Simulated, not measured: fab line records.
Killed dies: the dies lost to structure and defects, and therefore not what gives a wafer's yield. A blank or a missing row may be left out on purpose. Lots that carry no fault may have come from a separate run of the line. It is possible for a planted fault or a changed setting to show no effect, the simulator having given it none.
Which tool did it? ; flow n5Finfet ; Sampling: 11 lots, 33 wafers, 3 of 1938 route steps

== WHAT EACH GAUGE READ, for each wafer ==
N5_PASSIVATION_CD_MEAS_10 targets a cd of 3000 nm.
lot;measured;on;cdNm (nm)
L363;day 12 06:30;cdSem-01;2997.0 2999.0 2998.2
L364;day 12 15:32;cdSem-02;3001.6 3002.9 3003.9
L367;day 13 17:31;cdSem-02;3000.8 2999.1 2996.3
L365;day 14 01:32;cdSem-01;3000.0 2995.2 2996.3
L368;day 13 14:18;cdSem-01;2998.4 2999.4 2998.9
L369;day 14 06:19;cdSem-02;2998.2 2999.1 2997.5
L370;day 14 05:57;cdSem-03;2999.4 3001.4 3002.2
L371;day 13 21:51;cdSem-02;3004.9 3002.9 3003.8
L374;day 15 09:05;cdSem-03;2997.5 2998.9 2998.8
L385;day 18 09:48;cdSem-01;3000.8 2999.5 2999.0
L384;day 18 04:38;cdSem-03;2999.8 3000.2 3002.9

== WHICH TOOL RAN EACH LOT (tool, then ch and the chambers of the sampled wafers, then the start) ==
lot;N5_BEOL_M2_ALD_84;N5_MIM_BOT_ETCH_ETCH_00
L363;aldMetal-04 ch 2,3, day 6 22:23;rieMetal-02 ch 0,1, day 12 04:14
L364;aldMetal-04 ch 1,2,3, day 7 13:49;rieMetal-01 ch 0,1, day 12 14:03
L367;aldMetal-04 ch 0,1,3, day 8 06:49;rieMetal-01 ch 0,1, day 13 16:16
L365;aldMetal-02 ch 0,1,2, day 8 06:50;rieMetal-03 ch 1, day 14 00:11
L368;aldMetal-01 ch 0,3, day 8 10:21;rieMetal-01 ch 0,1, day 13 13:14
L369;aldMetal-04 ch 2,3, day 8 14:50;rieMetal-01 ch 0,1, day 14 03:30
L370;aldMetal-02 ch 1,2, day 8 17:44;rieMetal-03 ch 1, day 14 01:29
L371;aldMetal-02 ch 0,1,2, day 8 21:07;rieMetal-01 ch 0,1, day 13 20:34
L374;aldMetal-02 ch 0,2, day 10 01:28;rieMetal-01 ch 0,1, day 15 08:02
L385;aldMetal-04 ch 1,3, day 12 13:10;rieMetal-01 ch 0,1, day 18 08:28
L384;aldMetal-01 ch 0,2,3, day 12 18:13;rieMetal-01 ch 0,1, day 18 03:31
- N5_BEOL_M2_ALD_84: deposits TaN, pulse time 2 s, purge time 3 s, co reactant purge time 2 s.
- N5_MIM_BOT_ETCH_ETCH_00: etches TiN in Cl2/BCl3, target depth 45.5 nm.

== THE ANSWER, worked out from the rows above alone ==
Rule: the usual values come from the lots themselves. The widest of any qualifying gaps counts: lots, ordered by their means at a reading, are off when they make up no more than a third of the lots, leave a main group of 4 or more, and stand apart from it by 3 or more times the standard deviation of that group's means. The tables above print the reading to a certain number of digits; a main group whose means all agree to those digits is not used. A lot without any number at a reading at which 4 lots or more have one is off too. All remaining lots with rows at the step are treated as sound.
Across all readings shown, no lot is off: no conclusion can be drawn from this.

== WHAT THE SIMULATOR HAD PUT IN ==
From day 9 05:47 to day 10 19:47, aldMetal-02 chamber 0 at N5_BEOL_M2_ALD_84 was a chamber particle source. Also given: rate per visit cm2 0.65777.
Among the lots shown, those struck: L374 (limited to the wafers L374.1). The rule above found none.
